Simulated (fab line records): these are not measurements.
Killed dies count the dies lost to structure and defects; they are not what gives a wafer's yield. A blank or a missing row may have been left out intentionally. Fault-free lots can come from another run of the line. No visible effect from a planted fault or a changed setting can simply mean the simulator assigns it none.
Matching of chambers / flow n5_finfet / N5_BEOL_M4_CMP_52 on cmp-01 has 4 sister chambers
The step polishes, stops on SiOC, t overpolish 6.8 s, target thk 40 nm. 8 wafers are shown with their chamber, then 12 later ones without.

## WAFERS PAIRED WITH THEIR CHAMBERS
wafer=L081.5; chamber=2; motor_current_A (A)=6.3; time_to_endpoint_s (s)=60
wafer=L089.1; chamber=1; motor_current_A (A)=5.8; time_to_endpoint_s (s)=69
wafer=L087.3; chamber=0; motor_current_A (A)=7.2; time_to_endpoint_s (s)=62
wafer=L087.5; chamber=2; motor_current_A (A)=6.2; time_to_endpoint_s (s)=61
wafer=L087.6; chamber=3; motor_current_A (A)=6.7; time_to_endpoint_s (s)=67
wafer=L090.2; chamber=0; motor_current_A (A)=7.1; time_to_endpoint_s (s)=60
wafer=L090.3; chamber=3; motor_current_A (A)=6.3; time_to_endpoint_s (s)=67
wafer=L090.4; chamber=1; motor_current_A (A)=6.1; time_to_endpoint_s (s)=68

## WAFERS WITHOUT THEIR CHAMBER
wafer=L091.3; motor_current_A (A)=6.1; time_to_endpoint_s (s)=64
wafer=L091.5; motor_current_A (A)=6.4; time_to_endpoint_s (s)=60
wafer=L091.6; motor_current_A (A)=7.8; time_to_endpoint_s (s)=55
wafer=L092.2; motor_current_A (A)=5.9; time_to_endpoint_s (s)=67
wafer=L092.5; motor_current_A (A)=6.0; time_to_endpoint_s (s)=61
wafer=L092.6; motor_current_A (A)=6.2; time_to_endpoint_s (s)=63
wafer=L093.1; motor_current_A (A)=6.1; time_to_endpoint_s (s)=64
wafer=L093.4; motor_current_A (A)=6.2; time_to_endpoint_s (s)=72
wafer=L093.5; motor_current_A (A)=6.1; time_to_endpoint_s (s)=64
wafer=L096.1; motor_current_A (A)=6.0; time_to_endpoint_s (s)=68
wafer=L096.3; motor_current_A (A)=6.2; time_to_endpoint_s (s)=61
wafer=L096.5; motor_current_A (A)=7.4; time_to_endpoint_s (s)=63

## THE CHAMBER EACH PASSED THROUGH
wafer=L091.3; from the rows above=can't be placed: 3 or 2 or 1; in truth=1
wafer=L091.5; from the rows above=2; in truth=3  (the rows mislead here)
wafer=L091.6; from the rows above=0; in truth=0
wafer=L092.2; from the rows above=can't be placed: 1 or 3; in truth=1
wafer=L092.5; from the rows above=2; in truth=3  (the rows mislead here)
wafer=L092.6; from the rows above=can't be placed: 2 or 3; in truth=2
wafer=L093.1; from the rows above=can't be placed: 3 or 2 or 1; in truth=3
wafer=L093.4; from the rows above=can't be placed: 1 or 3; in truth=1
wafer=L093.5; from the rows above=can't be placed: 3 or 2 or 1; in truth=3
wafer=L096.1; from the rows above=1; in truth=1
wafer=L096.3; from the rows above=2; in truth=2
wafer=L096.5; from the rows above=0; in truth=0
Placed correctly: 4 of 12. Can't be placed from these rows: 6 (the true chamber is among the candidates in 6). 2 placed wrongly.
How it was worked out, from the rows above alone: a wafer's distance from a chamber is the root of the sum, over the readings, of the square of ((its reading less the chamber's mean) divided by the reading's scatter). If the next closest chamber is less than 2 further off than the closest, the wafer can't be placed; otherwise it belongs to the closest. For every chamber, the mean is computed from those of its wafers that are shown. The scatter: take each reading less its chamber's mean, square it, sum over the shown wafers, divide by the number of wafers less the number of chambers, and take the root.
